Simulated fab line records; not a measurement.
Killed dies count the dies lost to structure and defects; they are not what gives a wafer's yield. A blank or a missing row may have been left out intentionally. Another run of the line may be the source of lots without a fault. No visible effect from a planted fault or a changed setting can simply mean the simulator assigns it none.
fab line records    flow nand_harc
record lots=7  wafers=21  last_day=30
route steps=1302 shown A_STAIRCASE@790 END@1302
lots with no fault: from the same line, run without faults
start_h: hours from the record's first day to the start of the lot's first wafer shown    wait_h: hours since the lot's step before    " repeats the value in the row above    L1.1+2: a row that stands for several wafers    - no value, or no start was given    * or withheld: withheld    < > ~ a bound
route shown NAME@n: a module of which the file shows steps, and the number in the route of the first    usual: the fault-free wafers' mean and standard deviation    same: alike in all rows    chamber/n: place in a boat    sites: each site's reading    _std_site: their standard deviation    _edge_site: inner sites' mean taken away from outer sites' mean    radius_mm: for every site, how far away it sits from the centre of the wafer    mask NAME#n: copy n    behind: the tool/chamber that last shaped the wafer    hold: what put the lot on hold/how long, in hours/how the hold closed    device: which transistor (n, p or np) failed to switch    end of line: the same wafers' tests at the end of the route    a step given without rows: its recipe and nothing more    killed: the dies lost at the first sort to structure and to defects; this is not the yield of the wafer    map: per-die view of a wafer (x killed, . not killed, _ where there is no die)
set.NAME: the setting as run; set.NAME@STEP: as run at that earlier step    model.NAME: the simulator's own value behind a step, which no gauge read
certain route steps with their lots: each step a table, each wafer a row
services: the hour from which a tool's chamber was out of use, counted from the record's first day as start_h (under 0 if before that day), plus the number of hours and why
## steps
# step NHARC_A_STAIRCASE_STRIP_274
# recipe o2_flow_sccm=500  ar_flow_sccm=0  bias_w=0  chemistry=O2
# usual drypump_motor_current_A=6.1/0.35  oes_product_au=1.001/0.0067  rf_vpp_V=57.9/0.87  showerhead_plenum_p_Torr=3.59/0.16  throttle_valve_pct=17.036/0.0093
lot.wafer  tool         chamber  start_h  wait_h  drypump_motor_current_A  oes_product_au  rf_hours_counter_h  rf_vpp_V  showerhead_plenum_p_Torr  throttle_valve_pct
L578.1     rie_diel-04  3        -        -       5.4                      0.991           7                   57.3      3.80                      17.024
L578.2     "            1        "        "       6.3                      0.999           6                   56.9      3.43                      17.032
L578.4     "            2        "        "       6.3                      0.995           7                   57.9      3.62                      17.051
L579.4     rie_diel-04  1        -        -       6.3                      0.993           12                  57.8      3.43                      17.031
L579.5     "            3        "        "       5.4                      0.999           -                   58.6      3.80                      17.035
L579.6     "            0        "        "       6.2                      0.995           -                   57.1      3.37                      17.043
L584.1     rie_diel-01  3        -        -       5.9                      1.007           15                  59.6      3.77                      17.042
L584.3     "            0        "        "       5.7                      1.006           18                  57.1      3.40                      17.030
L584.4     "            1        "        "       5.4                      1.000           20                  57.5      3.44                      17.032
L586.3     rie_diel-01  3        -        -       5.9                      0.997           25                  57.0      3.76                      17.048
L586.1     "            0        "        "       5.7                      1.005           31                  55.9      3.39                      17.021
L586.5     "            1        "        "       5.4                      0.997           -                   58.5      3.44                      17.039
L589.1     rie_diel-01  0        -        -       5.7                      1.006           45                  58.9      3.38                      17.023
L589.5     "            3        "        "       6.0                      1.013           -                   59.2      3.75                      17.036
L589.6     "            0        "        "       5.7                      1.005           -                   57.8      3.38                      17.040
L591.3     rie_diel-01  2        -        -       6.1                      0.997           49                  59.7      3.78                      17.046
L591.6     "            3        "        "       5.9                      0.992           -                   59.1      3.75                      17.043
L591.5     "            0        "        "       5.7                      0.998           -                   57.1      3.38                      17.042
L592.4     rie_diel-06  1        -        -       6.4                      0.997           13                  57.4      3.77                      17.049
L592.1     "            0        "        "       5.9                      1.003           14                  57.0      3.48                      17.035
L592.5     "            1        "        "       6.4                      0.999           -                   57.2      3.77                      17.048
# step NHARC_A_STAIRCASE_STRIP_275
# recipe time_s=900  temp_c=130  chemistry=SPM
# step NHARC_A_STAIRCASE_PRECLEAN_276
# recipe time_s=*  temp_c=50  bath_age_min=0  chemistry=SC1
# step NHARC_A_STAIRCASE_SRD_277
# step NHARC_A_STAIRCASE_HM_DEP_459
# recipe target_thk_a=15000  temp_c=400  material=aC
# usual throttle_valve_pct=35.000/0.0089
lot.wafer  tool        chamber  start_h  wait_h  throttle_valve_pct
L578.1     acl_dep-02  0        389.39   0.8     34.994
L578.2     "           0        "        "       34.982
L578.4     "           0        "        "       34.994
L579.4     acl_dep-03  0        401.07   1.0     34.991
L579.5     "           0        "        "       35.001
L579.6     "           0        "        "       34.994
L584.1     acl_dep-03  0        446.51   0.1     34.993
L584.3     "           0        "        "       34.992
L584.4     "           0        "        "       35.003
L586.1     acl_dep-01  0        476.46   0.7     35.010
L586.3     "           0        "        "       35.010
L586.5     "           0        "        "       35.010
L589.1     acl_dep-02  0        507.76   1.6     35.008
L589.5     "           0        508.97   2.8     35.000
L589.6     "           0        "        "       35.003
L591.3     acl_dep-02  0        523.07   5.2     34.995
L591.5     "           0        "        "       34.999
L591.6     "           0        "        "       35.009
L592.1     acl_dep-03  0        531.00   0.1     34.998
L592.4     "           0        "        "       34.999
L592.5     "           0        "        "       35.012
# step NHARC_A_STAIRCASE_DEP_280
# recipe target_thk_a=300  target_thk_nm=30  temp_c=400  pressure_torr=3.5  flow_sccm=200  rf_w=350  material=SiON
# usual chamber_pressure_Torr=3.501/0.0078  heater_power_w=790/60  showerhead_vpp_V=1119/36
lot.wafer  tool      chamber  start_h  wait_h  chamber_pressure_Torr  heater_power_w  showerhead_vpp_V
L578.1     pecvd-01  2        391.29   1.6     3.510                  808             1149
L578.2     "         0        "        "       3.502                  775             1061
L578.4     "         2        "        "       3.496                  794             1119
L579.5     pecvd-03  1        402.11   0.4     3.495                  850             1138
L579.6     "         2        "        "       3.495                  867             1165
L579.4     "         0        "        "       3.512                  771             1088
L584.3     pecvd-03  0        448.42   1.0     3.512                  699             1067
L584.1     "         1        "        "       3.515                  874             1110
L584.4     "         1        "        "       3.497                  883             1129
L586.1     pecvd-03  2        478.30   1.5     3.503                  863             1179
L586.3     "         0        "        "       3.490                  688             1090
L586.5     "         0        "        "       3.497                  708             1095
L589.1     pecvd-04  1        509.62   1.6     3.498                  705             1102
L589.6     "         1        "        "       3.511                  718             1099
L589.5     "         2        "        "       3.488                  862             1088
L591.3     pecvd-01  0        524.32   1.0     3.507                  783             1064
L591.6     "         2        "        "       3.509                  790             1119
L591.5     "         0        "        "       3.502                  790             1056
L592.1     pecvd-03  0        532.88   1.6     3.499                  710             1093
L592.5     "         1        "        "       3.501                  707             1126
L592.4     "         2        "        "       3.497                  882             1166
# step NHARC_A_STAIRCASE_DEHYDRATE_281
# recipe temp_c=150  time_s=120
# step NHARC_A_STAIRCASE_HMDS_282
# recipe time_s=30
# step NHARC_A_STAIRCASE_COAT_283
# recipe spin_rpm=1200
# step NHARC_A_STAIRCASE_SOFTBAKE_284
# recipe temp_c=135  time_s=170
# step NHARC_A_STAIRCASE_EBR_285
# step NHARC_A_STAIRCASE_EXPOSE_286
# recipe na=0.5  dose_mj=25.01  mask_id=CHOP_100
# usual exposure_dose_mJ_cm2=25.012/0.023
lot.wafer  tool            chamber  start_h  wait_h  mask        exposure_dose_mJ_cm2
L578.1     krf_scanner-01  0        391.87   -       CHOP_100#0  24.988
L578.2     "               0        "        "       CHOP_100#0  25.003
L578.4     "               0        "        "       CHOP_100#0  25.006
L579.4     krf_scanner-04  0        402.64   -       CHOP_100#0  25.034
L579.5     "               0        "        "       CHOP_100#0  25.007
L579.6     "               0        "        "       CHOP_100#0  25.021
L584.1     krf_scanner-01  0        448.88   -       CHOP_100#0  17.849
L584.3     "               0        "        "       CHOP_100#0  17.850
L584.4     "               0        "        "       CHOP_100#0  17.855
L586.1     krf_scanner-01  0        478.91   -       CHOP_100#0  17.859
L586.3     "               0        "        "       CHOP_100#0  17.813
L586.5     "               0        "        "       CHOP_100#0  17.866
L589.1     krf_scanner-01  0        510.20   -       CHOP_100#0  17.791
L589.5     "               0        "        "       CHOP_100#0  17.832
L589.6     "               0        "        "       CHOP_100#0  17.815
L591.3     krf_scanner-04  0        524.91   -       CHOP_100#0  25.017
L591.5     "               0        "        "       CHOP_100#0  24.974
L591.6     "               0        "        "       CHOP_100#0  24.996
L592.1     krf_scanner-04  0        533.37   -       CHOP_100#0  24.968
L592.4     "               0        "        "       CHOP_100#0  25.004
L592.5     "               0        "        "       CHOP_100#0  24.982
# step NHARC_A_STAIRCASE_PEB_287
# recipe peb_temp_c=115  peb_time_s=130
# step NHARC_END_SORT_01
# recipe temp_c=25
# usual killed_at_array=52/17  killed_at_other=0.8/1.1  killed_at_periphery=3.2/2.2  killed_dies=57/17  killed_open=3.4/1.8  killed_short=2.4/1.6
# same gross_dies=677
lot.wafer  tool       chamber  start_h  wait_h  killed_at_array  killed_at_other  killed_at_periphery  killed_dies  killed_open  killed_short
L579.4     prober-01  0        588.21   3.4     34               0                2                    36           3            2
L579.5     prober-01  0        589.01   3.7     43               1                2                    46           6            4
L579.6     prober-01  0        589.81   4.0     43               0                3                    46           9            0
L584.1     prober-01  0        637.05   2.5     78               0                0                    78           1            4
L584.3     prober-01  0        638.62   3.1     71               0                0                    71           3            3
L584.4     prober-01  0        639.41   3.4     56               0                2                    58           2            4
L589.1     prober-01  0        687.91   2.5     52               0                1                    53           1            4
L589.5     prober-01  0        691.08   3.7     56               0                1                    57           3            2
L589.6     prober-01  0        691.87   4.0     49               0                6                    55           4            5
# killed by level:class
L579.4 A_CHANNEL_HOLE_D2:chamber_film_flake=20 A_CHANNEL_HOLE_D1:chamber_film_flake=2 A_CHANNEL_FILL_D2:chamber_film_flake=2 A_CONTACT:chamber_film_flake=2 A_ONON_D1:geometric_particle:open=1 A_CHANNEL_FILL_D1:geometric_particle:short=1 A_WL_FILL:geometric_particle:short=1 A_WL_FILL:geometric_particle:open=1
L579.5 A_CHANNEL_HOLE_D2:chamber_film_flake=29 A_CHANNEL_FILL_D1:geometric_particle:short=2 A_DECK1_JOINT:chamber_film_flake=2 P_M0:geometric_particle:open=1 A_ONON_D1:geometric_particle:open=1 A_CHANNEL_FILL_D1:geometric_particle:open=1 A_ONON_D2:geometric_particle:short=1 A_WL_FILL:geometric_particle:open=1
L579.6 A_CHANNEL_HOLE_D2:chamber_film_flake=26 A_CHANNEL_HOLE_D1:chamber_film_flake=3 A_ONON_D2:geometric_particle:open=2 A_M0:geometric_particle:open=2 P_M2:chamber_film_flake=2 A_CHANNEL_FILL_D2:chamber_film_flake=2 A_CONTACT:chamber_film_flake=2 P_CONTACT:geometric_particle:open=1
L584.1 A_SLIT:chamber_film_flake=35 A_CHANNEL_HOLE_D1:chamber_film_flake=25 A_CHANNEL_HOLE_D2:chamber_film_flake=9 A_CONTACT:chamber_film_flake=3 A_CHANNEL_HOLE_D1:geometric_particle:short=1 A_CHANNEL_FILL_D2:geometric_particle:short=1 A_WL_FILL:geometric_particle:short=1 A_WL_FILL:geometric_particle:open=1
L584.3 A_CHANNEL_HOLE_D1:chamber_film_flake=33 A_SLIT:chamber_film_flake=21 A_CHANNEL_HOLE_D2:chamber_film_flake=7 A_ONON_D1:geometric_particle:open=2 A_ONON_D1:geometric_particle:short=1 A_CHANNEL_FILL_D2:geometric_particle:short=1 A_WL_FILL:geometric_particle:short=1 A_BLC:geometric_particle:open=1
L584.4 A_CHANNEL_HOLE_D1:chamber_film_flake=21 A_SLIT:chamber_film_flake=21 A_CHANNEL_HOLE_D2:chamber_film_flake=7 A_CONTACT:chamber_film_flake=2 P_M0:geometric_particle:short=1 A_CHANNEL_HOLE_D1:geometric_particle:short=1 A_DECK1_JOINT:geometric_particle:short=1 A_CHANNEL_FILL_D2:geometric_particle:short=1
L589.1 A_CHANNEL_HOLE_D1:chamber_film_flake=33 A_STAIRCASE:chamber_film_flake=5 A_CHANNEL_FILL_D1:geometric_particle:short=2 A_SLIT:chamber_film_flake=2 A_SGD_CUT:chamber_film_flake=2 A_WL_FILL:chamber_film_flake=2 A_CONTACT:chamber_film_flake=2 P_M2:geometric_particle:short=1
L589.5 A_CHANNEL_HOLE_D1:chamber_film_flake=35 A_STAIRCASE:chamber_film_flake=9 A_SLIT:chamber_film_flake=2 A_WL_FILL:chamber_film_flake=2 P_CONTACT:geometric_particle:open=1 A_CHANNEL_FILL_D1:geometric_particle:short=1 A_ONON_D2:geometric_particle:short=1 A_BLC:geometric_particle:open=1
L589.6 A_CHANNEL_HOLE_D1:chamber_film_flake=25 A_SLIT:chamber_film_flake=5 A_CONTACT:chamber_film_flake=4 A_WL_FILL:chamber_film_flake=3 A_CHANNEL_FILL_D2:geometric_particle:short=2 A_BLC:chamber_film_flake=2 P_GATE:geometric_particle:open=1 P_CONTACT:geometric_particle:open=1
## services
tool            chamber  start_h  hours  kind
pecvd-03        -        366.19   13.0   pm
pecvd-03        0        366.19   15.8   vent_cycle
pecvd-03        1        366.19   13.0   vent_cycle
pecvd-03        2        366.19   13.0   vent_cycle
acl_dep-01      -        371.46   13.0   pm
krf_scanner-04  -        375.26   2.2    repair
pecvd-03        1        379.19   -      clean
rie_diel-01     -        380.83   9.0    pm
rie_diel-01     0        411.25   2.8    repair
acl_dep-02      -        424.26   13.0   pm
rie_diel-01     3        435.56   7.4    repair
krf_scanner-04  -        448.54   0.2    repair
pecvd-04        -        450.11   13.0   pm
rie_diel-04     -        475.32   1.2    repair
acl_dep-03      -        482.60   13.0   pm
krf_scanner-01  -        484.00   4.0    pm
rie_diel-06     -        484.64   9.0    pm
pecvd-01        -        492.00   13.0   pm
rie_diel-01     1        507.78   6.3    repair
rie_diel-01     -        523.00   1.1    repair
krf_scanner-04  -        526.00   4.0    pm
rie_diel-04     2        529.53   12.9   repair
rie_diel-04     -        532.24   9.0    pm
rie_diel-06     3        532.99   20.9   repair
## key
first_sign step=NHARC_A_STAIRCASE_EXPOSE_286  reading=exposure_dose_mJ_cm2  direction=down  sigmas=99+  usual=25.012  struck=17.837
effect none on later readings
met_at NHARC_A_STAIRCASE_EXPOSE_286
struck_wafers L584.1,L584.3,L584.4,L586.1,L586.3,L586.5,L589.1,L589.5,L589.6
tester_left_out L584,L586,L589
onset_between 391.87 448.88
fault kind=process_parameter_drift  tool=krf_scanner-01  chamber=-  onset_h=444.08  steps=NHARC_A_STAIRCASE_EXPOSE_286  channel=dose_mj  offset=-7.171  shape=step  acts_in=these_recipes_only  stated=25.01
# tester_left_out: of these lots the tester's yield and bins aren't shown, on N5 and GAA mostly nor the transistor test; their killed dies are dies lost to structure and defects alone, not to doping, threshold or leakage, so they don't give the yield
